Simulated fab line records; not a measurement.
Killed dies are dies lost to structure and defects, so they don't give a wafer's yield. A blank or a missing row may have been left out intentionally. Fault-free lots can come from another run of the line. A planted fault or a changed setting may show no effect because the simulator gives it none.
fab line records	flow n5_finfet
[record] lots = 24	wafers = 72	last_day = 19
route steps=1938 shown BEOL_M4@1091 BEOL_M5@1116
lots that met no fault: taken from a fault-free run of the same line
start_h: hours from the record's opening day to when the first of the lot's shown wafers began	wait_h: hours from the lot's prior step to this one	" repeats the value in the row above	L1.1+2: a row that stands for several wafers	- no value present, or no start provided	* or withheld: withheld	< > ~ a bound
route shown NAME@n: NAME is a module with steps in the file, n the number in the route of the first one	usual: the fault-free wafers' mean and standard deviation	same: alike in all rows	chamber/n: place in a boat	sites: per-site readings	_std_site: standard deviation across them	_edge_site: inner sites' mean taken away from outer sites' mean	radius_mm: how far each site lies from the wafer's centre	mask NAME#n: copy n	behind: the last tool/chamber to shape the wafer	hold: the reason the lot was held/the length of the hold in hours/how it ended	device: which transistor (n, p or np) failed to switch	end of line: at the end of the route, the tests of the same wafers	a step given without rows: its recipe and nothing more	killed: at the first sort, the dies lost to defects and structure; wafer yield is something else	map: a wafer's dies, x killed, . not, _ none there
set.NAME: the setting the step ran with; set.NAME@STEP: the setting that earlier step ran with	model.NAME: the simulator's own value behind a step, which no gauge read
route steps across a sampled set of lots; one table per step, one row per wafer
services: from which hour (start_h, from the record's first day; less than 0 if before it) a tool's chamber was out of use, for how many hours, and why
[[steps]]
[step N5_BEOL_M4_ANNEAL_87]
[recipe] temp_c = 400	time_s = 240	ambient = vacuum
[usual] heater_power_w = 850/62
lot.wafer	tool	chamber	start_h	wait_h	heater_power_w
L074.1	pvd_sputter-02	-	174.30	0.0	804
L074.2	"	-	"	"	828
L074.6	"	-	"	"	812
L075.2	pvd_sputter-03	-	185.46	0.0	816
L075.3	"	-	"	"	858
L075.5	"	-	"	"	799
L076.3	pvd_sputter-01	-	192.58	0.0	791
L076.4	"	-	"	"	870
L076.5	"	-	"	"	790
L077.2	pvd_sputter-02	-	192.86	0.0	991
L077.3	"	-	"	"	817
L077.5	"	-	"	"	790
L078.3	pvd_sputter-02	-	194.70	0.0	787
L078.4	"	-	"	"	1015
L078.6	"	-	"	"	989
L079.1	pvd_sputter-03	-	201.40	0.0	881
L079.3	"	-	"	"	800
L079.4	"	-	"	"	837
L083.1	pvd_sputter-02	-	228.60	0.0	814
L083.4	"	-	"	"	799
L083.5	"	-	"	"	793
L081.4	pvd_sputter-01	-	229.02	0.0	850
L081.5	"	-	"	"	872
L081.6	"	-	"	"	867
L082.1	pvd_sputter-02	-	232.98	0.0	1043
L082.2	"	-	"	"	797
L082.4	"	-	"	"	848
L080.3	pvd_sputter-02	-	234.82	0.0	858
L080.4	"	-	"	"	813
L080.5	"	-	"	"	1037
L084.4	pvd_sputter-02	-	240.26	0.0	988
L084.5	"	-	"	"	790
L084.6	"	-	"	"	1027
L085.1	pvd_sputter-03	-	243.24	0.0	815
L085.2	"	-	"	"	900
L085.6	"	-	"	"	860
L086.2	pvd_sputter-02	-	260.34	0.0	1004
L086.3	"	-	"	"	795
L086.4	"	-	"	"	819
L091.2	pvd_sputter-03	-	264.88	0.0	802
L091.4	"	-	"	"	845
L091.5	"	-	"	"	834
L090.1	pvd_sputter-02	-	265.18	0.0	790
L090.2	"	-	"	"	848
L090.4	"	-	"	"	815
L087.2	pvd_sputter-02	-	280.25	0.0	845
L087.3	"	-	"	"	802
L087.4	"	-	"	"	800
L088.1	pvd_sputter-01	-	285.22	0.0	846
L088.3	"	-	"	"	863
L088.5	"	-	"	"	849
L089.2	pvd_sputter-01	-	289.51	0.0	898
L089.4	"	-	"	"	861
L089.5	"	-	"	"	891
L092.1	pvd_sputter-03	-	311.36	0.0	856
L092.2	"	-	"	"	831
L092.3	"	-	"	"	892
L094.2	pvd_sputter-03	-	328.09	0.0	837
L094.3	"	-	"	"	797
L094.4	"	-	"	"	874
L097.2	pvd_sputter-03	-	330.45	0.0	845
L097.4	"	-	"	"	815
L097.6	"	-	"	"	822
L093.1	pvd_sputter-01	-	330.70	0.0	848
L093.2	"	-	"	"	835
L093.4	"	-	"	"	871
L096.2	pvd_sputter-03	-	334.09	0.0	830
L096.3	"	-	"	"	861
L096.5	"	-	"	"	860
L095.3	pvd_sputter-01	-	335.38	0.0	886
L095.4	"	-	"	"	777
L095.5	"	-	"	"	865
[step N5_BEOL_M4_ANNEAL_93]
[recipe] temp_c = 400	time_s = 240	ambient = vacuum
[usual] heater_power_w = 853/62
lot.wafer	tool	chamber	start_h	wait_h	heater_power_w
L074.1	pvd_sputter-02	-	174.96	0.0	790
L074.2	"	-	"	"	821
L074.6	"	-	"	"	807
L075.2	pvd_sputter-03	-	186.12	0.0	827
L075.3	"	-	"	"	871
L075.5	"	-	"	"	817
L076.3	pvd_sputter-01	-	193.24	0.0	814
L076.4	"	-	"	"	853
L076.5	"	-	"	"	804
L077.2	pvd_sputter-02	-	193.52	0.0	1012
L077.3	"	-	"	"	821
L077.5	"	-	"	"	800
L078.3	pvd_sputter-02	-	195.36	0.0	819
L078.4	"	-	"	"	1008
L078.6	"	-	"	"	1007
L079.1	pvd_sputter-03	-	202.06	0.0	895
L079.3	"	-	"	"	831
L079.4	"	-	"	"	852
L083.1	pvd_sputter-02	-	229.26	0.0	811
L083.4	"	-	"	"	790
L083.5	"	-	"	"	796
L081.4	pvd_sputter-01	-	229.68	0.0	840
L081.5	"	-	"	"	892
L081.6	"	-	"	"	831
L082.1	pvd_sputter-02	-	233.64	0.0	1029
L082.2	"	-	"	"	799
L082.4	"	-	"	"	844
L080.3	pvd_sputter-02	-	235.48	0.0	859
L080.4	"	-	"	"	802
L080.5	"	-	"	"	1010
L084.4	pvd_sputter-02	-	240.92	0.0	1016
L084.5	"	-	"	"	820
L084.6	"	-	"	"	1016
L085.1	pvd_sputter-03	-	243.90	0.0	825
L085.2	"	-	"	"	890
L085.6	"	-	"	"	854
L086.2	pvd_sputter-02	-	261.00	0.0	1014
L086.3	"	-	"	"	818
L086.4	"	-	"	"	801
L090.1	pvd_sputter-02	-	265.84	0.0	819
L090.2	"	-	"	"	865
L090.4	"	-	"	"	810
L087.2	pvd_sputter-02	-	280.91	0.0	856
L087.3	"	-	"	"	804
L087.4	"	-	"	"	821
L088.1	pvd_sputter-01	-	285.88	0.0	830
L088.3	"	-	"	"	887
L088.5	"	-	"	"	834
L089.2	pvd_sputter-01	-	290.17	0.0	863
L089.4	"	-	"	"	892
L089.5	"	-	"	"	861
L091.2	pvd_sputter-03	-	291.13	0.0	832
L091.4	"	-	"	"	862
L091.5	"	-	"	"	850
L092.1	pvd_sputter-03	-	312.02	0.0	831
L092.2	"	-	"	"	826
L092.3	"	-	"	"	906
L094.2	pvd_sputter-03	-	328.75	0.0	837
L094.3	"	-	"	"	831
L094.4	"	-	"	"	850
L097.2	pvd_sputter-03	-	331.11	0.0	824
L097.4	"	-	"	"	836
L097.6	"	-	"	"	840
L093.1	pvd_sputter-01	-	331.36	0.0	853
L093.2	"	-	"	"	833
L093.4	"	-	"	"	863
L096.2	pvd_sputter-03	-	334.75	0.0	844
L096.3	"	-	"	"	845
L096.5	"	-	"	"	857
L095.3	pvd_sputter-01	-	336.04	0.0	876
L095.4	"	-	"	"	800
L095.5	"	-	"	"	881
[step N5_BEOL_M4_CO_CAP_55]
[recipe] material = Co	target_thk_a = 20	temp_c = 200	precursor = CCTBA/H2	pressure_torr = 30	time_s = 102.1
[usual] heater_power_w = 244/28
lot.wafer	tool	chamber	start_h	wait_h	heater_power_w	since_wet_clean_h
L074.1	cvd_co-01	0	176.19	0.0	237	718
L074.2	"	1	"	"	258	1155
L074.6	"	2	"	"	193	-
L075.2	cvd_co-02	0	187.42	0.0	253	947
L075.3	"	1	"	"	288	-
L075.5	"	1	"	"	284	-
L076.3	cvd_co-02	0	194.52	0.1	249	-
L076.4	"	1	"	"	280	-
L076.5	"	1	"	"	282	-
L077.2	cvd_co-01	2	194.97	0.0	190	277
L077.3	"	1	"	"	256	1174
L077.5	"	0	"	"	241	-
L078.3	cvd_co-01	1	196.68	0.0	256	1175
L078.4	"	2	"	"	192	-
L078.6	"	1	"	"	258	-
L079.1	cvd_co-01	0	203.28	0.0	237	745
L079.3	"	2	"	"	197	285
L079.4	"	0	"	"	231	-
L083.1	cvd_co-02	1	230.55	0.0	285	81
L083.4	"	2	"	"	228	-
L083.5	"	1	"	"	283	-
L081.4	cvd_co-01	0	230.94	0.0	236	-
L081.5	"	1	"	"	265	-
L081.6	"	2	"	"	198	-
L082.1	cvd_co-02	1	234.86	0.0	287	85
L082.2	"	0	"	"	252	995
L082.4	"	0	"	"	258	-
L080.3	cvd_co-01	0	236.90	0.0	237	778
L080.4	"	2	"	"	195	-
L080.5	"	0	"	"	239	-
L084.4	cvd_co-02	2	242.18	0.0	229	-
L084.5	"	1	"	"	287	-
L084.6	"	0	"	"	257	-
L085.1	cvd_co-01	2	245.44	0.0	191	327
L085.2	"	1	"	"	259	1224
L085.6	"	2	"	"	195	-
L086.2	cvd_co-02	0	262.39	0.0	256	1022
L086.3	"	2	"	"	232	563
L086.4	"	0	"	"	255	-
L090.1	cvd_co-01	1	267.06	0.0	257	1246
L090.2	"	2	"	"	193	349
L090.4	"	1	"	"	257	-
L087.2	cvd_co-02	2	282.21	0.0	228	583
L087.3	"	1	"	"	285	133
L087.4	"	0	"	"	261	-
L088.1	cvd_co-02	2	287.10	0.0	231	588
L088.3	"	0	"	"	257	1047
L088.5	"	2	"	"	234	-
L089.2	cvd_co-01	1	291.41	0.0	254	1270
L089.4	"	0	"	"	243	-
L089.5	"	2	"	"	196	-
L091.2	cvd_co-01	0	292.36	0.0	235	834
L091.4	"	2	"	"	199	-
L091.5	"	0	"	"	245	-
L092.1	cvd_co-01	0	313.30	0.0	237	855
L092.2	"	2	"	"	198	395
L092.3	"	1	"	"	257	1292
L094.2	cvd_co-01	0	329.97	0.0	237	871
L094.3	"	2	"	"	199	412
L094.4	"	1	"	"	263	-
L097.2	cvd_co-02	0	332.68	0.0	257	1093
L097.4	"	1	"	"	289	-
L097.6	"	0	"	"	254	-
L093.1	cvd_co-02	0	332.90	0.0	256	1093
L093.2	"	2	"	"	231	634
L093.4	"	2	"	"	230	-
L096.2	cvd_co-02	0	337.40	0.0	253	1097
L096.3	"	2	"	"	228	638
L096.5	"	1	"	"	281	-
L095.3	cvd_co-02	2	337.76	0.0	235	638
L095.4	"	2	"	"	233	-
L095.5	"	1	"	"	277	-
[step N5_BEOL_M4_DEP_57]
[recipe] material = SiCN	target_thk_a = 80	temp_c = withheld	precursor = 3MS/NH3	pressure_torr = 3	rf_w = 202	time_s = 14
[usual] showerhead_plenum_p_Torr = 3.658/0.012	throttle_valve_pct = 9.1/0.33
lot.wafer	tool	chamber	start_h	wait_h	showerhead_plenum_p_Torr	since_wet_clean_h	throttle_valve_pct
L074.1	pecvd-03	2	176.30	0.0	3.670	126	8.7
L074.2	"	1	"	"	3.676	1605	9.9
L074.6	"	0	"	"	3.659	-	8.8
L075.2	pecvd-03	1	187.58	0.0	3.673	1616	9.6
L075.3	"	2	"	"	3.674	137	8.8
L075.5	"	0	"	"	3.652	-	9.0
L076.3	pecvd-03	2	194.63	0.0	3.658	145	9.1
L076.4	"	2	"	"	3.669	-	8.6
L076.5	"	0	"	"	3.656	-	9.2
L077.2	pecvd-03	0	195.09	0.0	3.652	899	9.2
L077.3	"	2	"	"	3.681	145	8.9
L077.5	"	2	"	"	3.668	-	8.9
L078.3	pecvd-04	1	196.79	0.0	3.657	1988	9.1
L078.4	"	0	"	"	3.635	-	9.0
L078.6	"	1	"	"	3.647	-	9.3
L079.1	pecvd-02	0	203.41	0.0	3.660	726	9.3
L079.3	"	0	"	"	3.656	-	9.2
L079.4	"	1	"	"	3.661	-	9.0
L083.1	pecvd-03	0	230.67	0.0	3.651	935	9.1
L083.4	"	0	"	"	3.666	-	8.8
L083.5	"	1	"	"	3.682	-	9.8
L081.4	pecvd-03	0	231.04	0.0	3.658	-	9.1
L081.5	"	2	"	"	3.668	-	8.8
L081.6	"	1	"	"	3.675	-	9.5
L082.1	pecvd-03	0	234.98	0.0	3.656	939	9.1
L082.2	"	1	"	"	3.677	1664	9.7
L082.4	"	2	"	"	3.675	-	8.7
L080.3	pecvd-02	1	237.01	0.0	3.667	1485	8.9
L080.4	"	0	"	"	3.655	-	9.2
L080.5	"	1	"	"	3.668	-	8.7
L084.4	pecvd-03	2	242.28	0.0	3.667	-	8.8
L084.5	"	1	"	"	3.668	-	9.6
L084.6	"	0	"	"	3.652	-	8.8
L085.1	pecvd-03	1	245.55	0.0	3.655	1674	9.8
L085.2	"	0	"	"	3.650	949	8.9
L085.6	"	1	"	"	3.665	-	9.7
L086.2	pecvd-03	1	262.51	0.0	3.671	1691	9.5
L086.3	"	2	"	"	3.666	212	9.1
L086.4	"	1	"	"	3.661	-	9.6
L090.1	pecvd-04	2	267.19	0.0	3.662	580	9.4
L090.2	"	0	"	"	3.635	1334	9.3
L090.4	"	2	"	"	3.664	-	9.3
L087.2	pecvd-02	0	282.33	0.0	3.663	805	9.3
L087.3	"	2	"	"	3.647	51	8.7
L087.4	"	0	"	"	3.648	-	9.5
L088.1	pecvd-02	2	287.22	0.0	3.652	56	8.5
L088.3	"	0	"	"	3.654	810	9.6
L088.5	"	2	"	"	3.649	-	8.7
L089.2	pecvd-02	2	291.53	0.0	3.656	60	8.7
L089.4	"	0	"	"	3.663	-	9.2
L089.5	"	1	"	"	3.656	-	8.9
L091.2	pecvd-04	0	292.47	0.0	3.639	1359	9.2
L091.4	"	2	"	"	3.659	-	9.3
L091.5	"	0	"	"	3.629	-	9.1
L092.1	pecvd-04	1	313.41	0.0	3.646	2105	9.2
L092.2	"	2	"	"	3.672	626	9.4
L092.3	"	0	"	"	3.631	1380	9.1
L094.2	pecvd-03	1	330.09	0.0	3.676	1759	9.6
L094.3	"	0	"	"	3.658	1034	9.2
L094.4	"	1	"	"	3.671	-	9.7
L097.2	pecvd-04	1	332.80	0.0	3.651	2124	9.4
L097.4	"	0	"	"	3.637	-	9.2
L097.6	"	1	"	"	3.651	-	9.0
L093.1	pecvd-04	2	333.02	0.0	3.668	645	9.2
L093.2	"	0	"	"	3.635	1399	9.2
L093.4	"	0	"	"	3.639	-	9.0
L096.2	pecvd-02	1	337.52	0.0	3.662	1585	8.8
L096.3	"	2	"	"	3.651	106	8.8
L096.5	"	0	"	"	3.668	-	9.2
L095.3	pecvd-04	2	337.88	0.0	3.671	650	9.6
L095.4	"	0	"	"	3.631	-	9.1
L095.5	"	2	"	"	3.666	-	9.3
[step N5_BEOL_M5_HM_DEP_02]
[recipe] material = TiN	target_thk_a = 200	temp_c = 25	chamber_pressure_pa = 0.49996
[usual] throttle_valve_pct = 29.3/0.96
lot.wafer	tool	chamber	start_h	wait_h	throttle_valve_pct
L074.1	pvd_sputter-01	-	178.88	0.9	30.0
L074.2	"	-	"	"	28.8
L074.6	"	-	"	"	29.9
L075.2	pvd_sputter-01	-	190.95	1.7	29.1
L075.3	"	-	"	"	30.1
L075.5	"	-	"	"	28.9
L076.3	pvd_sputter-01	-	197.72	1.4	29.0
L076.4	"	-	"	"	30.0
L076.5	"	-	"	"	28.9
L077.2	pvd_sputter-03	-	197.74	0.9	29.6
L077.3	"	-	"	"	29.8
L077.5	"	-	"	"	28.9
L078.3	pvd_sputter-01	-	200.84	2.3	30.3
L078.4	"	-	"	"	28.3
L078.6	"	-	"	"	30.3
L079.1	pvd_sputter-02	-	206.41	1.3	30.4
L079.3	"	-	"	"	30.4
L079.4	"	-	"	"	26.7
L083.1	pvd_sputter-01	-	234.68	1.8	30.2
L083.4	"	-	"	"	28.9
L083.5	"	-	"	"	28.5
L081.4	pvd_sputter-03	-	234.70	1.7	29.8
L081.5	"	-	"	"	29.7
L081.6	"	-	"	"	30.3
L082.1	pvd_sputter-02	-	236.96	0.3	28.5
L082.2	"	-	"	"	30.5
L082.4	"	-	"	"	30.5
L080.3	pvd_sputter-03	-	241.24	2.5	30.1
L080.4	"	-	"	"	29.0
L080.5	"	-	"	"	29.9
L084.4	pvd_sputter-01	-	247.83	3.3	30.2
L084.5	"	-	"	"	28.7
L084.6	"	-	"	"	28.3
L085.1	pvd_sputter-01	-	248.25	1.0	28.6
L085.2	"	-	"	"	30.1
L085.6	"	-	"	"	30.0
L086.2	pvd_sputter-02	-	264.30	0.1	30.6
L086.3	"	-	"	"	30.3
L086.4	"	-	"	"	26.8
L090.1	pvd_sputter-01	-	268.96	0.0	30.1
L090.2	"	-	"	"	28.9
L090.4	"	-	"	"	28.4
L087.2	pvd_sputter-01	-	284.26	0.2	29.0
L087.3	"	-	"	"	30.1
L087.4	"	-	"	"	30.0
L088.1	pvd_sputter-01	-	290.65	1.6	30.1
L088.3	"	-	"	"	28.8
L088.5	"	-	"	"	30.3
L089.2	pvd_sputter-03	-	294.35	1.1	29.7
L089.4	"	-	"	"	30.0
L089.5	"	-	"	"	30.1
L091.2	pvd_sputter-01	-	294.45	0.3	29.7
L091.4	"	-	"	"	28.7
L091.5	"	-	"	"	30.1
L092.1	pvd_sputter-03	-	315.70	0.6	30.0
L092.2	"	-	"	"	30.0
L092.3	"	-	"	"	28.9
L094.2	pvd_sputter-03	-	332.17	0.4	29.5
L094.3	"	-	"	"	30.1
L094.4	"	-	"	"	30.0
L097.2	pvd_sputter-03	-	335.31	0.8	30.3
L097.4	"	-	"	"	29.2
L097.6	"	-	"	"	29.2
L093.1	pvd_sputter-03	-	335.59	0.9	29.0
L093.2	"	-	"	"	29.9
L093.4	"	-	"	"	29.9
L096.2	pvd_sputter-02	-	339.79	0.6	28.5
L096.3	"	-	"	"	26.8
L096.5	"	-	"	"	26.6
L095.3	pvd_sputter-02	-	339.89	0.3	26.8
L095.4	"	-	"	"	30.5
L095.5	"	-	"	"	26.9
[step N5_BEOL_M5_DESCUM_16]
[recipe] chemistry = O2	time_s = 7	source_power_w = 50	bias_power_w = 20	pressure_mtorr = 20	rf_frequency_hz = 2.712e+07	temp_c = 40	resist = CAR-EUV	o2_flow_sccm = 225
[usual] bias_power_w = 19.99/0.056	drypump_motor_current_A = 6.0/0.5	oes_product_au = 0.75/0.084	rf_vpp_V = 243.0/1.2	showerhead_plenum_p_Torr = 2.07/0.065	temp_c = 40.01/0.12	throttle_valve_pct = 20.46/0.24
lot.wafer	tool	chamber	start_h	wait_h	bias_power_w	drypump_motor_current_A	oes_product_au	rf_hours_counter_h	rf_vpp_V	showerhead_plenum_p_Torr	temp_c	throttle_valve_pct
L074.1	rie_diel-05	1	179.53	0.0	20.07	5.7	0.70	202	241.4	1.98	39.88	20.59
L074.2	"	2	"	"	20.12	6.7	0.70	227	242.7	2.08	39.84	20.43
L074.6	"	1	"	"	20.01	5.7	0.71	-	242.2	1.98	39.84	20.60
L075.2	rie_diel-06	0	192.32	0.9	20.14	6.5	0.91	36	243.5	2.14	39.97	20.21
L075.3	"	3	"	"	19.99	5.6	0.73	171	243.6	2.18	39.90	20.67
L075.5	"	1	"	"	19.91	5.8	0.77	-	241.6	2.02	39.87	20.19
L076.3	rie_diel-05	2	198.38	0.0	19.99	6.7	0.71	-	243.0	2.08	39.94	20.43
L076.4	"	3	"	"	19.98	5.2	0.73	-	242.8	2.08	40.06	20.44
L076.5	"	2	"	"	19.84	6.7	0.70	-	244.0	2.08	39.78	20.44
L077.2	rie_diel-02	3	198.52	0.0	19.91	6.5	0.79	114	242.5	2.02	39.93	20.66
L077.3	"	1	"	"	19.90	5.7	0.70	178	244.9	2.17	40.21	20.47
L077.5	"	2	"	"	19.96	5.9	0.70	-	243.8	2.06	40.11	20.46
L078.3	rie_diel-05	1	201.69	0.2	19.95	5.7	0.70	210	240.9	1.98	39.76	20.61
L078.4	"	0	"	"	19.96	5.9	0.93	12	244.8	2.14	40.20	19.93
L078.6	"	3	"	"	20.01	5.2	0.73	-	243.6	2.08	40.14	20.45
L079.1	rie_diel-06	2	207.05	0.0	19.96	6.7	0.70	223	241.1	1.99	39.98	20.67
L079.3	"	3	"	"	20.00	5.6	0.72	176	244.2	2.18	39.99	20.69
L079.4	"	1	"	"	19.99	5.8	0.76	153	241.3	2.01	39.94	20.19
L083.1	rie_diel-05	0	235.72	0.4	20.05	5.9	0.89	23	245.3	2.13	40.01	19.95
L083.4	"	3	"	"	20.01	5.2	0.73	211	243.8	2.08	39.95	20.45
L083.5	"	3	"	"	20.04	5.2	0.72	-	243.8	2.08	40.11	20.47
L081.4	rie_diel-06	3	235.83	0.5	20.02	5.6	0.71	183	243.4	2.17	39.96	20.69
L081.5	"	1	"	"	19.96	5.8	0.76	-	241.9	2.01	40.00	20.19
L081.6	"	0	"	"	20.07	6.4	0.90	-	245.0	2.14	39.81	20.21
L082.1	rie_diel-02	3	237.47	0.0	19.97	6.5	0.77	127	243.3	2.02	40.09	20.67
L082.2	"	2	"	"	20.05	5.8	0.68	232	241.8	2.06	40.24	20.50
L082.4	"	1	"	"	19.93	5.7	0.71	190	243.4	2.17	40.05	20.49
L080.3	rie_diel-05	2	242.00	0.1	19.96	6.7	0.70	248	244.5	2.07	40.22	20.45
L080.4	"	0	"	"	20.02	6.0	0.89	25	243.6	2.13	40.02	19.97
L080.5	"	0	"	"	19.98	5.9	0.89	-	242.6	2.13	39.99	19.97
L084.4	rie_diel-02	2	248.48	0.0	20.07	5.8	0.68	236	243.0	2.06	40.07	20.48
L084.5	"	2	"	"	19.95	5.8	0.68	-	243.8	2.06	40.07	20.49
L084.6	"	3	"	"	20.08	6.5	0.77	-	241.1	2.01	40.06	20.68
L085.1	rie_diel-02	0	249.06	0.3	19.93	6.5	0.72	170	243.5	2.09	40.04	20.76
L085.2	"	1	"	"	20.09	5.7	0.69	193	244.9	2.17	39.87	20.51
L085.6	"	2	"	"	20.06	5.9	0.68	-	242.3	2.06	39.93	20.49
L086.2	rie_diel-06	1	264.81	0.0	20.10	5.8	0.75	166	242.0	2.01	39.79	20.21
L086.3	"	2	"	"	20.02	6.7	0.68	241	241.6	1.98	39.88	20.69
L086.4	"	3	"	"	19.99	5.6	0.70	192	244.8	2.17	40.04	20.71
L090.1	rie_diel-06	0	269.57	0.1	19.96	6.4	0.88	58	243.7	2.13	40.14	20.24
L090.2	"	3	"	"	19.99	5.6	0.71	193	244.7	2.17	40.00	20.70
L090.4	"	1	"	"	19.99	5.8	0.76	168	242.6	2.01	40.00	20.20
L087.2	rie_diel-02	3	284.97	0.1	20.05	6.5	0.76	142	242.1	2.01	39.88	20.68
L087.3	"	2	"	"	20.04	5.8	0.68	246	243.8	2.05	39.91	20.52
L087.4	"	0	"	"	20.04	6.6	0.71	179	242.3	2.08	39.94	20.75
L088.1	rie_diel-06	1	291.65	0.5	20.01	5.8	0.74	172	242.1	2.01	40.20	20.19
L088.3	"	2	"	"	19.94	6.7	0.69	247	241.6	1.98	39.98	20.72
L088.5	"	1	"	"	20.03	5.8	0.75	-	241.6	2.01	39.93	20.20
L089.2	rie_diel-05	1	294.87	0.0	19.96	5.7	0.67	239	241.1	1.97	39.98	20.65
L089.4	"	0	"	"	20.04	6.0	0.86	43	243.3	2.13	40.00	19.98
L089.5	"	0	"	"	19.98	5.9	0.86	-	244.5	2.13	40.02	19.97
L091.2	rie_diel-02	2	295.09	0.0	19.96	5.9	0.68	249	241.5	2.05	40.10	20.51
L091.4	"	3	"	"	19.98	6.5	0.75	145	241.6	2.01	39.84	20.71
L091.5	"	1	"	"	19.97	5.7	0.69	-	244.4	2.16	40.17	20.51
L092.1	rie_diel-05	3	316.22	0.0	19.96	5.2	0.70	237	242.9	2.07	40.15	20.51
L092.2	"	2	"	"	20.00	6.7	0.92	14	242.8	2.07	40.02	20.12
L092.3	"	1	"	"	20.06	5.7	0.67	243	241.5	1.97	40.03	20.66
L094.2	rie_diel-02	0	332.82	0.0	20.11	6.5	0.70	195	243.7	2.08	39.76	20.79
L094.3	"	3	"	"	19.97	6.5	0.75	157	241.3	2.00	40.07	20.71
L094.4	"	1	"	"	19.94	5.7	0.67	220	245.1	2.16	39.81	20.53
L097.2	rie_diel-06	1	335.95	0.0	20.00	5.8	0.73	184	240.4	2.00	39.98	20.22
L097.4	"	3	"	"	20.03	5.6	0.69	211	244.4	2.16	40.11	20.74
L097.6	"	1	"	"	19.99	5.8	0.74	-	241.5	2.00	40.13	20.22
L093.1	rie_diel-05	0	336.23	0.0	19.96	6.0	0.84	55	243.3	2.12	40.07	20.00
L093.2	"	3	"	"	19.85	5.2	0.69	244	242.4	2.06	39.85	20.52
L093.4	"	1	"	"	20.00	5.7	0.67	249	240.9	1.96	39.98	20.66
L096.2	rie_diel-05	0	340.42	0.1	20.05	5.9	0.85	56	244.8	2.12	40.07	20.01
L096.3	"	3	"	"	19.92	5.2	0.70	245	243.0	2.06	39.84	20.54
L096.5	"	1	"	"	19.90	5.7	0.68	-	241.1	1.96	40.04	20.67
L095.3	rie_diel-02	3	340.52	0.1	20.07	6.5	0.74	160	241.1	2.00	40.16	20.73
L095.4	"	0	"	"	19.96	6.5	0.71	198	243.1	2.08	40.26	20.80
L095.5	"	3	"	"	20.05	6.5	0.74	-	240.9	2.00	40.08	20.73
[[services]]
tool	chamber	start_h	hours	kind
pecvd-04	-	173.70	14.6	pm
cvd_co-02	2	184.98	28.7	repair
rie_diel-05	1	198.10	1.3	repair
pecvd-03	1	202.03	5.5	scheduled_down
rie_diel-06	3	216.58	5.0	repair
cvd_co-02	-	235.74	1.7	repair
rie_diel-06	1	240.99	8.6	repair
pecvd-02	-	247.82	2.8	pm
rie_diel-05	2	250.56	-	clean
rie_diel-05	2	250.56	-	consumable_replace:focus_ring
rie_diel-05	2	250.56	17.4	scheduled_down
rie_diel-05	2	250.56	17.4	vent_cycle
cvd_co-01	-	267.94	1.4	repair
pecvd-03	2	282.52	4.5	repair
pecvd-03	-	284.37	1.2	repair
rie_diel-02	2	299.96	-	clean
rie_diel-02	2	299.96	-	consumable_replace:focus_ring
rie_diel-02	2	299.96	22.6	scheduled_down
rie_diel-02	2	299.96	22.6	vent_cycle
pecvd-03	0	303.21	2.1	scheduled_down
rie_diel-06	1	319.92	6.7	repair
cvd_co-02	-	331.18	1.1	repair
cvd_co-01	-	331.84	41.0	repair
pecvd-03	2	335.49	5.5	scheduled_down
[[key]]
fault none
